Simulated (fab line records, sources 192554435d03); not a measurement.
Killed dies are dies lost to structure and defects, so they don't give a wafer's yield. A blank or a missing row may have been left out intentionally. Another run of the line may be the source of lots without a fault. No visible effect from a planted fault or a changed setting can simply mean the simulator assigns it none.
fab line records	flow n5-finfet
record lots=24	wafers=72	last-day=17
route steps=1938 shown HKMG_FIN@386 GATE_CUT@474
lots that met no fault: taken from a fault-free run of the same line
start-h: the number of hours between the record's first day and the start of the first shown wafer of the lot	wait-h: hours from the lot's prior step to this one	" identical to the entry in the row above	L1.1+2: a single row standing in for several wafers	- either no value or no given start	* or withheld: withheld	< > ~ a bound
route shown NAME@n: NAME is a module with steps in the file, n the number in the route of the first one	usual: mean/standard deviation taken from wafers without a fault	same: alike in all rows	chamber/n: place in a boat	sites: readings site by site	_std_site: standard deviation of those values	_edge_site: outer sites' mean less inner sites'	radius-mm: how far each site lies from the wafer's centre	mask NAME#n: copy n	behind: the tool/chamber that last shaped the wafer	hold: why the lot was held/for how many hours/how that ended	device: whichever transistor did not switch (one of n, p or np)	end of line: the route-end tests of the same wafers	for a step that has no rows: nothing shown but its recipe	killed: not the wafer's yield, but the dies lost to structure and defects at the first sort	map: per-die view of a wafer (x killed, . not killed, _ where there is no die)
set.NAME: the setting that was run; set.NAME@STEP: the one run at that earlier step	model.NAME: the simulator's own value behind a step, which no gauge read
a sample of lots followed through the steps of the route, with each step as a table and each wafer as a row
services: a tool's chamber out of use, with start hour (start-h, from the record's first day; less than 0 if before it), hours out, and reason
## steps
# step N5_HKMG_FIN_HK_ALD_01
# recipe material=HfO2	target-thk-a=16	temp-c=withheld	ald-precursor-family=HfCl4	ald-co-reactant=H2O	pulse-time-s=3	purge-time-s=3	co-reactant-purge-time-s=2.5	co-reactant-pulse-time-s=0.3	ald-cycles=30
# usual precursor-pulse-height-rel=1.003/0.02
# same ald-cycles=30	purge-time-s=3
lot.wafer	tool	chamber	start-h	wait-h	precursor-pulse-height-rel
L074.2	ald-hk-02	0	73.13	0.0	1.039
L074.3	"	2	"	"	1.012
L074.5	"	2	"	"	1.053
L075.1	ald-hk-02	3	76.03	0.0	0.991
L075.3	"	1	"	"	1.031
L075.5	"	0	"	"	1.009
L076.1	ald-hk-01	2	81.33	0.1	0.994
L076.3	"	0	"	"	0.974
L076.5	"	0	"	"	0.999
L077.1	ald-hk-03	3	88.52	0.1	0.975
L077.3	"	1	"	"	1.000
L077.6	"	3	"	"	0.999
L078.1	ald-hk-01	1	97.50	0.0	1.033
L078.3	"	0	"	"	1.004
L078.6	"	1	"	"	1.033
L079.1	ald-hk-03	1	103.34	0.0	1.005
L079.3	"	2	"	"	1.031
L079.6	"	3	"	"	1.020
L080.1	ald-hk-02	0	110.37	0.0	1.030
L080.3	"	1	"	"	0.994
L080.5	"	0	"	"	0.975
L081.2	ald-hk-02	1	113.43	0.0	1.011
L081.3	"	2	"	"	1.007
L081.5	"	2	"	"	0.974
L082.1	ald-hk-02	2	122.78	0.0	1.026
L082.2	"	0	"	"	1.013
L082.3	"	1	"	"	1.022
L083.2	ald-hk-03	3	127.45	0.0	0.978
L083.4	"	1	"	"	0.986
L083.5	"	3	"	"	1.001
L084.2	ald-hk-03	2	129.81	0.0	0.989
L084.3	"	1	"	"	1.019
L084.5	"	0	"	"	1.000
L085.3	ald-hk-01	0	137.58	0.0	0.986
L085.4	"	1	"	"	1.023
L085.6	"	1	"	"	1.013
L086.1	ald-hk-03	2	141.71	0.0	0.997
L086.3	"	1	"	"	0.995
L086.4	"	3	"	"	1.018
L087.1	ald-hk-03	3	147.72	0.0	0.959
L087.3	"	1	"	"	0.985
L087.6	"	1	"	"	0.983
L088.1	ald-hk-03	3	153.82	0.0	0.987
L088.3	"	2	"	"	1.028
L088.5	"	0	"	"	1.018
L089.4	ald-hk-01	3	160.14	0.0	0.989
L089.5	"	0	"	"	1.011
L089.6	"	3	"	"	1.020
L090.1	ald-hk-03	2	165.44	0.0	1.007
L090.2	"	3	"	"	0.980
L090.5	"	1	"	"	1.011
L091.2	ald-hk-03	3	173.10	0.0	0.970
L091.3	"	2	"	"	0.960
L091.4	"	0	"	"	1.013
L092.2	ald-hk-03	1	178.96	0.0	1.020
L092.5	"	1	"	"	0.991
L092.6	"	0	"	"	0.979
L093.2	ald-hk-01	1	187.50	0.0	1.004
L093.4	"	3	"	"	1.043
L093.5	"	2	"	"	1.042
L094.1	ald-hk-03	1	191.62	0.0	0.959
L094.4	"	2	"	"	1.029
L094.6	"	2	"	"	1.006
L095.1	ald-hk-01	0	195.13	0.0	1.030
L095.3	"	3	"	"	0.980
L095.4	"	1	"	"	0.989
L096.1	ald-hk-03	2	209.12	0.0	0.999
L096.3	"	1	"	"	0.987
L096.4	"	3	"	"	1.014
L097.2	ald-hk-01	1	215.42	0.0	1.020
L097.5	"	3	"	"	1.005
L097.6	"	2	"	"	0.977
# step N5_HKMG_FIN_ALD_74
# recipe material=La2O3	target-thk-a=5	temp-c=250	ald-precursor-family=La-Cp	ald-co-reactant=O3	pulse-time-s=6	co-reactant-pulse-time-s=1	purge-time-s=3	co-reactant-purge-time-s=3
# usual heater-power-w=350/34	precursor-pulse-height-rel=0.998/0.018
# same purge-time-s=3
lot.wafer	tool	chamber	start-h	wait-h	heater-power-w	precursor-pulse-height-rel
L074.2	ald-hk-03	0	73.71	0.3	305	1.024
L074.3	"	2	"	"	326	0.968
L074.5	"	2	"	"	324	0.994
L075.1	ald-hk-03	3	76.61	0.2	394	1.029
L075.3	"	0	"	"	308	1.024
L075.5	"	2	"	"	334	0.996
L076.1	ald-hk-02	3	81.88	0.2	398	0.965
L076.3	"	0	"	"	333	1.028
L076.5	"	1	"	"	315	0.983
L077.1	ald-hk-02	0	89.08	0.2	331	1.005
L077.3	"	1	"	"	319	0.988
L077.6	"	3	"	"	404	0.980
L078.1	ald-hk-03	0	98.15	0.2	309	0.994
L078.3	"	3	"	"	408	0.979
L078.6	"	2	"	"	335	1.001
L079.1	ald-hk-01	2	103.92	0.3	381	1.006
L079.3	"	3	"	"	370	0.987
L079.6	"	1	"	"	365	1.010
L080.1	ald-hk-03	1	110.77	0.2	367	0.992
L080.3	"	2	"	"	326	1.013
L080.5	"	0	"	"	300	1.008
L081.2	ald-hk-03	2	113.83	0.2	324	0.962
L081.3	"	3	"	"	404	1.029
L081.5	"	3	"	"	410	0.996
L082.1	ald-hk-03	2	123.25	0.2	333	1.043
L082.2	"	3	"	"	401	0.987
L082.3	"	1	"	"	368	0.986
L083.2	ald-hk-02	2	127.85	0.2	341	0.991
L083.4	"	3	"	"	401	0.981
L083.5	"	3	"	"	408	0.977
L084.2	ald-hk-02	3	130.24	0.2	400	0.982
L084.3	"	2	"	"	334	1.008
L084.5	"	2	"	"	348	1.001
L085.3	ald-hk-02	3	137.99	0.1	397	0.986
L085.4	"	1	"	"	318	0.998
L085.6	"	1	"	"	320	0.982
L086.1	ald-hk-01	0	142.11	0.2	305	0.990
L086.3	"	3	"	"	366	1.027
L086.4	"	2	"	"	385	0.982
L087.1	ald-hk-01	2	148.37	0.2	387	0.997
L087.3	"	0	"	"	308	1.026
L087.6	"	2	"	"	390	1.016
L088.1	ald-hk-01	3	154.22	0.2	380	0.973
L088.3	"	2	"	"	387	0.999
L088.5	"	3	"	"	367	0.974
L089.4	ald-hk-02	2	160.76	0.1	335	0.985
L089.5	"	2	"	"	341	1.008
L089.6	"	3	"	"	402	1.006
L090.1	ald-hk-02	2	165.91	0.2	341	1.028
L090.2	"	3	"	"	383	1.006
L090.5	"	2	"	"	334	0.956
L091.2	ald-hk-02	0	173.70	0.3	331	1.010
L091.3	"	2	"	"	341	0.993
L091.4	"	1	"	"	312	0.998
L092.2	ald-hk-02	0	179.44	0.2	335	0.995
L092.5	"	0	"	"	343	1.019
L092.6	"	1	"	"	311	1.018
L093.2	ald-hk-02	0	187.92	0.2	339	1.015
L093.4	"	1	"	"	321	0.986
L093.5	"	1	"	"	312	1.034
L094.1	ald-hk-02	1	192.04	0.2	325	0.994
L094.4	"	0	"	"	331	0.978
L094.6	"	2	"	"	351	0.992
L095.1	ald-hk-03	1	195.54	0.2	371	0.980
L095.3	"	0	"	"	300	1.011
L095.4	"	3	"	"	403	0.999
L096.1	ald-hk-01	1	209.52	0.2	365	0.976
L096.3	"	2	"	"	394	1.019
L096.4	"	0	"	"	313	0.971
L097.2	ald-hk-03	2	215.82	0.2	330	0.998
L097.5	"	1	"	"	380	0.979
L097.6	"	0	"	"	303	1.008
# step N5_HKMG_FIN_STRIP_57
# recipe chemistry=CF4	resist=SiARC	power-w=300	bias-power-w=75	pressure-mtorr=50	cf4-flow-sccm=150	rf-frequency-hz=6e+07
# usual bias-power-w=74.99/0.21	drypump-motor-current-A=5.7/0.58	oes-product-au=0.75/0.062	power-w=300.0/0.9	rf-vpp-V=271.3/1.3	showerhead-plenum-p-Torr=1.81/0.06	throttle-valve-pct=13.74/0.26
lot.wafer	tool	chamber	start-h	wait-h	bias-power-w	drypump-motor-current-A	oes-product-au	power-w	rf-hours-counter-h	rf-vpp-V	showerhead-plenum-p-Torr	throttle-valve-pct
L074.2	rie-diel-04	0	74.88	0.0	74.55	6.7	0.76	300.1	148	272.8	1.87	13.63
L074.3	"	1	"	"	75.10	5.9	0.71	300.5	197	272.4	1.85	14.08
L074.5	"	2	"	"	75.25	5.7	0.68	300.3	-	269.6	1.77	13.86
L075.1	rie-diel-06	3	77.67	0.0	74.58	5.9	0.83	299.8	58	271.3	1.82	13.48
L075.3	"	0	"	"	74.80	6.2	0.71	300.1	209	270.5	1.78	14.01
L075.5	"	0	"	"	74.77	6.2	0.71	299.3	-	269.4	1.78	14.00
L076.1	rie-diel-04	1	82.74	0.0	74.82	5.9	0.71	299.1	200	272.3	1.85	14.09
L076.3	"	0	"	"	74.89	6.6	0.76	301.2	151	273.7	1.87	13.64
L076.5	"	2	"	"	74.96	5.6	0.68	299.8	-	270.2	1.77	13.88
L077.1	rie-diel-06	1	90.21	0.0	75.22	4.8	0.73	300.1	179	272.2	1.79	13.77
L077.3	"	2	"	"	74.86	5.1	0.83	300.2	56	273.6	1.92	13.37
L077.6	"	0	"	"	74.82	6.2	0.70	298.9	-	270.0	1.78	14.01
L078.1	rie-diel-06	0	99.48	0.0	75.21	6.2	0.70	299.8	216	270.1	1.78	14.01
L078.3	"	1	"	"	74.90	4.8	0.73	300.0	181	270.3	1.78	13.75
L078.6	"	3	"	"	74.90	5.9	0.83	300.7	-	271.4	1.82	13.51
L079.1	rie-diel-06	1	104.84	0.0	75.28	4.8	0.72	300.0	183	270.9	1.78	13.77
L079.3	"	0	"	"	74.94	6.2	0.70	300.1	217	271.4	1.78	14.03
L079.6	"	0	"	"	74.78	6.2	0.70	300.1	-	270.4	1.78	14.03
L080.1	rie-diel-06	3	111.61	0.0	74.88	5.9	0.81	300.9	69	271.9	1.82	13.50
L080.3	"	1	"	"	75.13	4.8	0.72	299.7	186	270.4	1.78	13.78
L080.5	"	3	"	"	74.71	5.9	0.81	302.2	-	271.5	1.82	13.50
L081.2	rie-diel-05	3	114.62	0.0	75.00	6.3	0.69	299.6	243	272.0	1.82	13.78
L081.3	"	1	"	"	74.74	5.3	0.68	301.0	228	269.1	1.69	13.99
L081.5	"	2	"	"	75.22	5.3	0.89	300.0	-	272.1	1.83	13.13
L082.1	rie-diel-04	0	124.16	0.0	75.30	6.7	0.74	300.3	165	273.2	1.87	13.66
L082.2	"	1	"	"	75.01	5.9	0.70	299.9	215	272.5	1.84	14.13
L082.3	"	2	"	"	74.88	5.7	0.67	301.1	237	270.7	1.77	13.88
L083.2	rie-diel-06	1	128.66	0.0	74.86	4.8	0.71	299.6	192	271.1	1.78	13.79
L083.4	"	2	"	"	74.86	5.1	0.80	299.6	68	270.1	1.92	13.40
L083.5	"	2	"	"	74.91	5.1	0.81	299.6	-	271.3	1.92	13.40
L084.2	rie-diel-05	0	131.03	0.0	75.13	4.8	0.68	299.1	223	268.3	1.70	13.81
L084.3	"	1	"	"	75.21	5.3	0.67	300.9	234	268.0	1.69	14.01
L084.5	"	1	"	"	75.19	5.3	0.67	298.8	-	268.3	1.69	14.01
L085.3	rie-diel-06	0	139.05	0.0	74.96	6.2	0.69	298.4	230	270.2	1.78	14.06
L085.4	"	3	"	"	74.90	5.9	0.81	301.1	-	272.3	1.82	13.54
L085.6	"	0	"	"	74.78	6.2	0.69	299.4	-	269.1	1.78	14.06
L086.1	rie-diel-04	3	142.90	0.0	74.92	6.2	0.77	301.3	109	270.6	1.73	13.72
L086.3	"	2	"	"	75.03	5.6	0.67	300.1	244	271.0	1.77	13.91
L086.4	"	2	"	"	74.93	5.7	0.67	300.1	-	270.0	1.77	13.91
L087.1	rie-diel-04	2	149.16	0.0	74.96	5.7	0.67	301.1	247	271.6	1.77	13.94
L087.3	"	3	"	"	74.65	6.2	0.77	300.3	112	269.6	1.73	13.75
L087.6	"	3	"	"	75.03	6.2	0.77	301.0	-	268.6	1.73	13.75
L088.1	rie-diel-06	2	155.18	0.0	74.71	5.1	0.79	298.9	80	272.8	1.92	13.44
L088.3	"	0	"	"	75.07	6.2	0.69	298.2	235	271.6	1.77	14.06
L088.5	"	3	"	"	74.87	5.9	0.80	300.0	-	271.8	1.81	13.55
L089.4	rie-diel-06	2	162.67	0.0	74.85	5.1	0.79	299.8	83	273.4	1.92	13.43
L089.5	"	0	"	"	75.23	6.2	0.69	298.6	-	270.6	1.77	14.07
L089.6	"	3	"	"	75.05	5.8	0.79	299.8	-	272.1	1.81	13.55
L090.1	rie-diel-06	3	166.83	0.0	75.27	5.9	0.79	301.0	91	272.2	1.81	13.55
L090.2	"	1	"	"	75.27	4.8	0.72	299.4	203	269.9	1.78	13.82
L090.5	"	1	"	"	75.27	4.8	0.71	300.7	-	270.5	1.78	13.81
L091.2	rie-diel-06	2	174.75	0.0	75.51	5.1	0.78	301.1	88	273.0	1.91	13.44
L091.3	"	1	"	"	75.42	4.8	0.71	300.3	206	273.0	1.78	13.82
L091.4	"	3	"	"	74.58	5.9	0.79	301.5	94	272.2	1.81	13.55
L092.2	rie-diel-04	0	180.23	0.0	75.07	6.7	0.73	300.2	185	272.5	1.86	13.71
L092.5	"	1	"	"	74.98	5.9	0.69	298.7	-	271.6	1.84	14.17
L092.6	"	0	"	"	75.37	6.7	0.73	299.7	-	271.7	1.86	13.71
L093.2	rie-diel-06	0	188.84	0.0	74.85	6.2	0.68	299.1	247	268.5	1.77	14.09
L093.4	"	1	"	"	75.15	4.8	0.71	299.8	210	270.9	1.78	13.83
L093.5	"	2	"	"	74.77	5.1	0.79	299.0	-	273.7	1.91	13.46
L094.1	rie-diel-06	3	192.82	0.0	75.24	5.9	0.78	299.6	100	272.7	1.81	13.56
L094.4	"	1	"	"	75.34	4.8	0.70	300.8	211	270.4	1.78	13.84
L094.6	"	1	"	"	74.89	4.8	0.71	300.2	-	270.8	1.78	13.83
L095.1	rie-diel-06	3	196.75	0.0	75.14	5.9	0.78	300.4	103	272.4	1.81	13.56
L095.3	"	1	"	"	74.79	4.8	0.70	299.0	213	270.9	1.78	13.84
L095.4	"	0	"	"	75.19	6.3	0.68	301.4	250	272.7	1.77	14.08
L096.1	rie-diel-04	2	210.31	0.0	75.06	5.6	0.94	299.5	9	270.0	1.76	13.40
L096.3	"	1	"	"	75.30	5.9	0.67	299.6	248	272.8	1.83	14.21
L096.4	"	3	"	"	74.77	6.2	0.75	300.4	134	270.6	1.73	13.82
L097.2	rie-diel-04	2	216.73	0.0	74.67	5.7	0.92	299.0	12	270.4	1.76	13.40
L097.5	"	0	"	"	75.10	6.7	0.72	298.6	-	271.4	1.86	13.74
L097.6	"	3	"	"	74.42	6.2	0.76	299.1	-	269.7	1.73	13.81
# step N5_HKMG_FIN_ALD_79
# recipe material=TiN	target-thk-a=15	temp-c=400	ald-precursor-family=TiCl4	ald-co-reactant=NH3	pulse-time-s=1	purge-time-s=3	co-reactant-purge-time-s=2	co-reactant-pulse-time-s=2	ald-cycles=68	pressure-torr=3
# usual heater-power-w=827/100	precursor-pulse-height-rel=1.001/0.019
# same ald-cycles=68	purge-time-s=3
lot.wafer	tool	chamber	start-h	wait-h	heater-power-w	precursor-pulse-height-rel
L074.2	ald-metal-02	3	75.97	0.0	916	1.000
L074.3	"	0	"	"	765	0.977
L074.5	"	3	"	"	918	0.975
L075.1	ald-metal-03	2	78.76	0.0	656	1.032
L075.3	"	3	"	"	928	1.036
L075.5	"	3	"	"	936	0.981
L076.1	ald-metal-02	2	83.83	0.0	860	1.034
L076.3	"	1	"	"	719	1.013
L076.5	"	1	"	"	732	0.990
L077.1	ald-metal-01	0	91.29	0.0	842	0.992
L077.3	"	1	"	"	787	1.031
L077.6	"	1	"	"	793	0.990
L078.1	ald-metal-02	0	100.62	0.0	751	1.011
L078.3	"	2	"	"	869	0.978
L078.6	"	1	"	"	726	1.010
L079.1	ald-metal-02	0	105.92	0.0	737	0.986
L079.3	"	1	"	"	723	0.969
L079.6	"	1	"	"	731	0.995
L080.1	ald-metal-02	1	112.74	0.0	736	1.023
L080.3	"	0	"	"	751	1.014
L080.5	"	1	"	"	714	1.034
L081.2	ald-metal-02	3	115.71	0.0	924	1.025
L081.3	"	2	"	"	853	0.984
L081.5	"	2	"	"	854	1.018
L082.1	ald-metal-02	0	125.25	0.0	742	1.011
L082.2	"	1	"	"	716	0.964
L082.3	"	3	"	"	918	1.020
L083.2	ald-metal-02	0	129.81	0.0	741	1.029
L083.4	"	3	"	"	933	1.019
L083.5	"	0	"	"	767	0.993
L084.2	ald-metal-02	0	132.11	0.0	756	1.017
L084.3	"	2	"	"	852	0.977
L084.5	"	3	"	"	916	0.999
L085.3	ald-metal-01	1	140.13	0.0	767	1.030
L085.4	"	3	"	"	795	0.962
L085.6	"	0	"	"	817	0.984
L086.1	ald-metal-02	1	143.98	0.0	704	0.978
L086.3	"	3	"	"	888	0.988
L086.4	"	2	"	"	868	1.005
L087.1	ald-metal-02	3	150.25	0.0	916	0.985
L087.3	"	0	"	"	739	0.980
L087.6	"	1	"	"	709	0.988
L088.1	ald-metal-03	3	156.27	0.0	954	0.992
L088.3	"	2	"	"	644	1.023
L088.5	"	0	"	"	852	0.992
L089.4	ald-metal-03	0	163.76	0.0	844	1.011
L089.5	"	2	"	"	671	1.008
L089.6	"	1	"	"	1028	0.998
L090.1	ald-metal-03	2	167.91	0.0	674	0.992
L090.2	"	3	"	"	943	0.991
L090.5	"	3	"	"	949	0.995
L091.2	ald-metal-01	2	175.84	0.0	772	0.989
L091.3	"	1	"	"	781	0.994
L091.4	"	3	"	"	792	1.015
L092.2	ald-metal-02	3	181.32	0.0	927	1.014
L092.5	"	3	"	"	942	0.971
L092.6	"	0	"	"	752	0.951
L093.2	ald-metal-03	0	189.93	0.0	869	1.011
L093.4	"	3	"	"	954	0.986
L093.5	"	1	"	"	1054	1.007
L094.1	ald-metal-03	2	193.91	0.0	655	0.981
L094.4	"	0	"	"	858	1.014
L094.6	"	3	"	"	930	0.971
L095.1	ald-metal-03	2	197.84	0.0	665	1.005
L095.3	"	0	"	"	857	1.013
L095.4	"	3	"	"	922	1.021
L096.1	ald-metal-03	3	211.43	0.0	942	1.017
L096.3	"	2	"	"	670	1.004
L096.4	"	1	"	"	1027	0.976
L097.2	ald-metal-02	3	217.82	0.0	934	1.015
L097.5	"	3	"	"	928	1.015
L097.6	"	2	"	"	840	0.999
# step N5_HKMG_FIN_THK_MEAS_70
# recipe thk-meas-gauge=xrf	reads=HfO2_of_HKMG_FIN_HK_ALD_01
# usual HK_THK=1.572/0.022
lot.wafer	tool	chamber	start-h	wait-h	HK_THK[nm]
L074.2	film-metro-02	-	77.11	0.2	1.537
L074.3	"	-	"	"	1.587
L074.5	"	-	"	"	1.581
L075.1	film-metro-02	-	79.92	0.2	1.572
L075.3	"	-	"	"	1.578
L075.5	"	-	"	"	1.607
L076.1	film-metro-02	-	84.91	0.2	1.541
L076.3	"	-	"	"	1.538
L076.5	"	-	"	"	1.515
L077.1	film-metro-01	-	92.33	0.2	1.572
L077.3	"	-	"	"	1.571
L077.6	"	-	"	"	1.555
L078.1	film-metro-02	-	101.74	0.2	1.604
L078.3	"	-	"	"	1.561
L078.6	"	-	"	"	1.614
L079.1	film-metro-01	-	107.16	0.2	1.563
L079.3	"	-	"	"	1.556
L079.6	"	-	"	"	1.560
L080.1	film-metro-02	-	113.91	0.2	1.618
L080.3	"	-	"	"	1.599
L080.5	"	-	"	"	1.595
L081.2	film-metro-02	-	116.75	0.2	1.600
L081.3	"	-	"	"	1.594
L081.5	"	-	"	"	1.634
L082.1	film-metro-02	-	126.29	0.2	1.551
L082.2	"	-	"	"	1.580
L082.3	"	-	"	"	1.579
L083.2	film-metro-02	-	130.91	0.2	1.550
L083.4	"	-	"	"	1.561
L083.5	"	-	"	"	1.528
L084.2	film-metro-02	-	133.26	0.2	1.580
L084.3	"	-	"	"	1.544
L084.5	"	-	"	"	1.557
L085.3	film-metro-02	-	141.22	0.2	1.570
L085.4	"	-	"	"	1.582
L085.6	"	-	"	"	1.576
L086.1	film-metro-02	-	145.27	0.2	1.566
L086.3	"	-	"	"	1.598
L086.4	"	-	"	"	1.566
L087.1	film-metro-02	-	151.34	0.2	1.521
L087.3	"	-	"	"	1.555
L087.6	"	-	"	"	1.540
L088.1	film-metro-01	-	157.31	0.2	1.558
L088.3	"	-	"	"	1.584
L088.5	"	-	"	"	1.583
L089.4	film-metro-02	-	164.81	0.2	1.551
L089.5	"	-	"	"	1.531
L089.6	"	-	"	"	1.569
L090.1	film-metro-01	-	168.98	0.2	1.583
L090.2	"	-	"	"	1.569
L090.5	"	-	"	"	1.580
L091.2	film-metro-01	-	176.89	0.2	1.567
L091.3	"	-	"	"	1.566
L091.4	"	-	"	"	1.580
L092.2	film-metro-02	-	182.36	0.2	1.539
L092.5	"	-	"	"	1.558
L092.6	"	-	"	"	1.594
L093.2	film-metro-02	-	190.97	0.2	1.572
L093.4	"	-	"	"	1.569
L093.5	"	-	"	"	1.532
L094.1	film-metro-02	-	194.95	0.2	1.578
L094.4	"	-	"	"	1.589
L094.6	"	-	"	"	1.563
L095.1	film-metro-01	-	198.88	0.2	1.558
L095.3	"	-	"	"	1.578
L095.4	"	-	"	"	1.566
L096.1	film-metro-02	-	212.47	0.2	1.555
L096.3	"	-	"	"	1.546
L096.4	"	-	"	"	1.566
L097.2	film-metro-01	-	218.86	0.2	1.593
L097.5	"	-	"	"	1.574
L097.6	"	-	"	"	1.573
# step N5_GATE_CUT_PECVD_57
# recipe material=SiNx	target-thk-a=210	temp-c=400	precursor=SiH4/NH3/N2	pressure-torr=1.5	rf-w=300
# usual heater-power-w=731/100	showerhead-plenum-p-Torr=5.14/0.07	throttle-valve-pct=40.2/1.5
lot.wafer	tool	chamber	start-h	wait-h	heater-power-w	showerhead-plenum-p-Torr	throttle-valve-pct
L074.2	pecvd-03	2	85.46	1.1	871	5.14	40.5
L074.3	"	0	"	"	718	5.15	38.2
L074.5	"	2	"	"	892	5.14	40.4
L075.1	pecvd-02	2	88.26	1.1	805	5.03	38.1
L075.3	"	0	"	"	621	5.09	41.4
L075.5	"	0	"	"	617	5.08	41.4
L076.1	pecvd-02	0	93.64	1.1	683	5.08	41.7
L076.3	"	1	"	"	785	5.28	41.8
L076.5	"	0	"	"	689	5.09	41.5
L077.1	pecvd-01	0	100.58	1.1	836	5.21	41.9
L077.3	"	1	"	"	882	5.14	40.8
L077.6	"	2	"	"	690	5.19	37.6
L078.1	pecvd-03	0	110.51	1.1	639	5.14	38.5
L078.3	"	2	"	"	770	5.14	40.5
L078.6	"	2	"	"	747	5.12	40.4
L079.1	pecvd-03	1	115.43	1.1	592	5.16	40.6
L079.3	"	0	"	"	707	5.16	38.5
L079.6	"	0	"	"	686	5.16	38.5
L080.1	pecvd-02	1	122.59	1.1	798	5.29	41.5
L080.3	"	2	"	"	650	5.01	37.7
L080.5	"	1	"	"	799	5.26	41.6
L081.2	pecvd-02	0	125.12	1.1	692	5.08	41.7
L081.3	"	2	"	"	744	5.03	38.2
L081.5	"	1	"	"	820	5.28	41.7
L082.1	pecvd-02	0	134.80	1.1	733	5.08	41.6
L082.2	"	1	"	"	821	5.28	41.8
L082.3	"	2	"	"	750	5.03	38.0
L083.2	pecvd-02	0	139.76	1.1	705	5.10	41.7
L083.4	"	0	"	"	745	5.09	41.7
L083.5	"	1	"	"	771	5.27	41.6
L084.2	pecvd-03	0	141.58	1.1	669	5.14	38.6
L084.3	"	1	"	"	627	5.14	40.7
L084.5	"	1	"	"	606	5.14	40.5
L085.3	pecvd-03	0	149.49	1.1	671	5.13	38.2
L085.4	"	0	"	"	676	5.14	38.5
L085.6	"	1	"	"	591	5.14	40.5
L086.1	pecvd-02	1	154.48	1.1	835	5.29	41.7
L086.3	"	2	"	"	693	5.03	38.3
L086.4	"	0	"	"	621	5.09	41.4
L087.1	pecvd-01	0	159.84	1.1	736	5.22	42.1
L087.3	"	1	"	"	946	5.15	40.9
L087.6	"	2	"	"	779	5.20	37.7
L088.1	pecvd-03	1	165.89	1.1	634	5.13	40.7
L088.3	"	2	"	"	754	5.15	40.6
L088.5	"	1	"	"	617	5.14	40.8
L089.4	pecvd-01	1	172.88	1.1	816	5.14	40.7
L089.5	"	2	"	"	755	5.20	37.7
L089.6	"	0	"	"	830	5.21	41.9
L090.1	pecvd-03	1	177.42	1.1	526	5.14	40.6
L090.2	"	2	"	"	890	5.13	40.7
L090.5	"	1	"	"	533	5.14	40.6
L091.2	pecvd-02	0	185.18	1.1	602	5.09	41.8
L091.3	"	2	"	"	795	5.03	38.7
L091.4	"	1	"	"	756	5.29	41.9
L092.2	pecvd-03	2	190.68	1.1	829	5.14	40.9
L092.5	"	2	"	"	837	5.13	40.4
L092.6	"	0	"	"	721	5.14	38.6
L093.2	pecvd-01	2	199.28	1.1	701	5.20	38.1
L093.4	"	0	"	"	771	5.22	42.2
L093.5	"	2	"	"	703	5.20	38.0
L094.1	pecvd-01	0	204.00	1.1	875	5.20	42.5
L094.4	"	0	"	"	867	5.23	42.3
L094.6	"	2	"	"	710	5.19	37.8
L095.1	pecvd-02	0	207.27	1.1	618	5.09	41.7
L095.3	"	0	"	"	637	5.09	41.5
L095.4	"	2	"	"	708	5.02	38.8
L096.1	pecvd-03	0	220.82	1.1	677	5.13	39.1
L096.3	"	1	"	"	589	5.13	40.6
L096.4	"	0	"	"	676	5.14	38.8
L097.2	pecvd-03	1	227.45	1.1	554	5.14	40.6
L097.5	"	1	"	"	558	5.14	40.8
L097.6	"	0	"	"	674	5.14	38.9
## services
tool	chamber	start-h	hours	kind
ald-metal-02	-	52.47	0.3	repair
pecvd-02	1	53.24	4.3	repair
ald-metal-02	1	55.05	24.0	repair
rie-diel-05	-	61.60	0.2	repair
pecvd-03	1	64.54	5.5	scheduled-down
pecvd-03	-	80.90	2.8	pm
pecvd-01	1	88.23	5.4	repair
ald-metal-03	2	90.92	1.9	repair
ald-hk-02	-	92.56	8.7	pm
ald-hk-01	-	121.46	14.6	pm
pecvd-02	-	137.52	0.7	repair
rie-diel-04	0	138.65	5.3	repair
pecvd-03	-	138.88	0.5	repair
rie-diel-06	0	147.08	5.7	repair
ald-hk-03	-	158.78	6.0	pm
ald-hk-01	-	161.25	1.5	repair
ald-hk-03	-	180.70	8.7	pm
pecvd-03	2	183.26	5.5	scheduled-down
ald-metal-02	-	185.64	8.7	pm
rie-diel-06	0	197.25	-	clean
rie-diel-06	0	197.25	-	consumable-replace:focus-ring
rie-diel-06	0	197.25	35.3	scheduled-down
rie-diel-06	0	197.25	35.3	vent-cycle
pecvd-02	1	205.67	4.9	repair
## key
fault none
